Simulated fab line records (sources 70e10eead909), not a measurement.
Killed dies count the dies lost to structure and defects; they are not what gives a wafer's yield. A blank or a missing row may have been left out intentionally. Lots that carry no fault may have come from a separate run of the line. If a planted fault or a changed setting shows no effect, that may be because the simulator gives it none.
What tool caused it? -- flow nand_harc -- 12 lots, 36 wafers sampled, at 6 steps of a route of 1302

WHAT EACH GAUGE READ, for each wafer
NHARC_A_BLC_CD_MEAS_10: target cd 100 nm.
lot,measured,on,cd_nm (nm)
L703,day 24 05:26,cd_sem-02,99.7 100.0 100.1
L706,day 25 13:55,cd_sem-02,100.4 101.0 100.8
L705,day 25 14:40,cd_sem-01,99.5 99.5 100.4
L704,day 25 21:45,cd_sem-01,100.4 101.1 100.3
L707,day 26 00:04,cd_sem-02,100.6 100.1 100.3
L708,day 27 18:37,cd_sem-03,100.5 100.2 99.7
L710,day 27 21:19,cd_sem-02,99.1 99.5 99.9
L711,day 28 00:41,cd_sem-03,100.7 100.8 100.3
L713,day 28 12:04,cd_sem-03,101.3 101.2 101.6
L717,day 31 04:28,cd_sem-02,100.5 100.3 100.9
L719,day 31 07:40,cd_sem-01,95.2 94.0 93.7
L718,day 31 11:13,cd_sem-03,94.2 94.8 94.2

NHARC_A_BLC_INSPECT_12.
lot,measured,on,raw_defect_count
L703,day 24 05:34,defect_inspect-02,68 78 52
L706,day 25 14:02,defect_inspect-01,36 29 34
L705,day 25 14:47,defect_inspect-01,120 109 118
L704,day 25 21:53,defect_inspect-01,141 129 117
L707,day 26 00:11,defect_inspect-01,112 94 124
L708,day 27 18:44,defect_inspect-01,80 65 80
L710,day 27 21:26,defect_inspect-01,119 104 124
L711,day 28 00:49,defect_inspect-01,63 61 42
L713,day 28 12:11,defect_inspect-01,146 151 152
L717,day 31 04:35,defect_inspect-02,88 77 74
L719,day 31 07:47,defect_inspect-01,81 64 70
L718,day 31 11:21,defect_inspect-02,34 44 34

NHARC_END_SORT_01.
lot,measured,on,killed_at_array,killed_at_other,killed_at_periphery,killed_dies,killed_open,killed_short
L719,day 33 04:41,prober-01,59,0,2,61,3,1
L718,day 33 14:06,prober-02,36,1,6,43,4,3

TOOL THAT RAN EACH LOT (tool first, then ch and the chambers of the sampled wafers, then the start)
lot,NHARC_A_CONTACT_ETCH_135,NHARC_A_CONTACT_ETCH_98,NHARC_A_BLC_PEB_08
L703,"har_cap_etch-03 ch 0,1, day 24 00:07","rie_diel-06 ch 0,1, day 24 05:21 or earlier","litho_track-06 ch 0, day 24 05:21"
L706,"har_cap_etch-02 ch 0,1, day 25 08:55","rie_diel-06 ch 0,2,3, day 25 13:50 or earlier","litho_track-04 ch 0, day 25 13:50"
L705,"har_cap_etch-03 ch 0,1, day 25 09:50","rie_diel-06 ch 0,1,2, day 25 14:35 or earlier","litho_track-04 ch 0, day 25 14:35"
L704,"har_cap_etch-02 ch 0,1, day 25 16:54","rie_diel-05 ch 1,2, day 25 18:43","litho_track-06 ch 0, day 25 21:40"
L707,"har_cap_etch-03 ch 1, day 25 19:12","rie_diel-06 ch 0,2, day 25 23:58 or earlier","litho_track-04 ch 0, day 25 23:58"
L708,"har_cap_etch-01 ch 0,1, day 27 14:03","rie_diel-05 ch 0,1,2, day 27 18:32 or earlier","litho_track-06 ch 0, day 27 18:32"
L710,"har_cap_etch-03 ch 0,1, day 27 16:10","rie_diel-07 ch 0,2, day 27 21:14 or earlier","litho_track-04 ch 0, day 27 21:14"
L711,"har_cap_etch-01 ch 0,1, day 27 18:53","rie_diel-06 ch 0,1,3, day 28 00:37 or earlier","litho_track-06 ch 0, day 28 00:37"
L713,"har_cap_etch-02 ch 0,1, day 28 06:43","rie_diel-06 ch 1,2,3, day 28 11:59 or earlier","litho_track-06 ch 0, day 28 11:59"
L717,"har_cap_etch-02 ch 0,1, day 30 23:25","rie_diel-06 ch 0,1,2, day 31 04:23 or earlier","litho_track-06 ch 0, day 31 04:23"
L719,"har_cap_etch-01 ch 0,1, day 31 02:50","rie_diel-06 ch 0,2,3, day 31 07:35 or earlier","litho_track-06 ch 0, day 31 07:35"
L718,"har_cap_etch-03 ch 0,1, day 31 06:26","rie_diel-06 ch 0,2,3, day 31 11:08 or earlier","litho_track-06 ch 0, day 31 11:08"
- NHARC_A_CONTACT_ETCH_135: etches the open film in C4F8/O2/Ar, time 311 s, target depth 1912 nm.
- NHARC_A_CONTACT_ETCH_98: etches the open film in C4F6/O2, target depth 20 nm, time 10 s.
- NHARC_A_BLC_PEB_08: peb time 65 s.

WHAT THE TOOLS THEMSELVES READ (means of the sampled wafers that have a number; where no wafer has one, the mark that the record gives instead)
NHARC_A_CONTACT_ETCH_98.
lot,tool,drypump_motor_current_A (A),oes_product_au (a.u.),rf_vpp_V (V),showerhead_plenum_p_Torr (Torr),throttle_valve_pct (%)
L703,rie_diel-06,5.5,0.942,547.6,3.92,26.894
L706,rie_diel-06,6.0,0.947,548.6,4.01,26.909
L705,rie_diel-06,5.9,0.950,548.8,3.98,26.902
L704,rie_diel-05,6.0,1.001,549.0,4.01,26.900
L707,rie_diel-06,6.3,0.952,549.2,4.03,26.894
L708,rie_diel-05,5.5,0.959,546.6,3.94,26.905
L710,rie_diel-07,5.9,0.954,546.1,3.89,26.904
L711,rie_diel-06,5.6,0.964,546.7,3.94,26.900
L713,rie_diel-06,5.6,0.966,546.2,3.92,26.903
L717,rie_diel-06,5.9,0.936,547.7,3.96,26.902
L719,rie_diel-06,6.0,0.953,548.4,3.99,26.904
L718,rie_diel-06,6.0,0.936,547.8,3.99,26.893

NHARC_A_BLC_PEB_08.
lot,tool,heater_power_total_W (W),plate_temp_C (C)
L703,litho_track-06,156.2,100.05
L706,litho_track-04,156.4,100.08
L705,litho_track-04,156.5,100.12
L704,litho_track-06,157.1,99.90
L707,litho_track-04,156.5,100.00
L708,litho_track-06,156.3,99.87
L710,litho_track-04,156.6,100.00
L711,litho_track-06,156.6,100.01
L713,litho_track-06,156.7,99.98
L717,litho_track-06,156.8,99.95
L719,litho_track-06,152.6,98.40
L718,litho_track-06,152.8,98.26

THE ANSWER, worked out from the rows above alone
Rule: the usual values come from the lots themselves. Put in order of their means at a reading, lots are off if they are a third of the lots or fewer, leave a main group of 4 or more, and stand apart from it by a gap of 3 or more times the standard deviation of the main group's means; of several such gaps the widest counts. A main group whose means are all the same, to the digits that the tables above print for the reading, isn't used. A lot without any number at a reading at which 4 lots or more have one is off too. Any other lot the step has rows for is counted as sound. After the gauges, taken in route order, come the tools' own readings; for these a lot's mean is taken, as printed above. The first step at which some lot is off is used, and at that step the reading that is off furthest; a lot without a number counts as furthest.
Off, at NHARC_A_BLC_CD_MEAS_10 on cd_nm: L719, L718. Main group: mean 100.4 nm, sd 0.51.
If a tool, at a process step before that reading, ran all the lots that are off and no sound lot after the first of them, it fits. Not tried: the gauges at NHARC_A_BLC_CD_MEAS_10; whatever is off there is also off at NHARC_A_BLC_PEB_08, on other tools, and gauge error can't account for it. NHARC_A_CONTACT_ETCH_98: start missing for some lots; hours and lot order therefore follow NHARC_A_BLC_PEB_08. Undecided on this evidence; 2 tools fit (rie_diel-06 at NHARC_A_CONTACT_ETCH_98, litho_track-06 at NHARC_A_BLC_PEB_08).

WHAT HAD BEEN PUT IN BY THE SIMULATOR
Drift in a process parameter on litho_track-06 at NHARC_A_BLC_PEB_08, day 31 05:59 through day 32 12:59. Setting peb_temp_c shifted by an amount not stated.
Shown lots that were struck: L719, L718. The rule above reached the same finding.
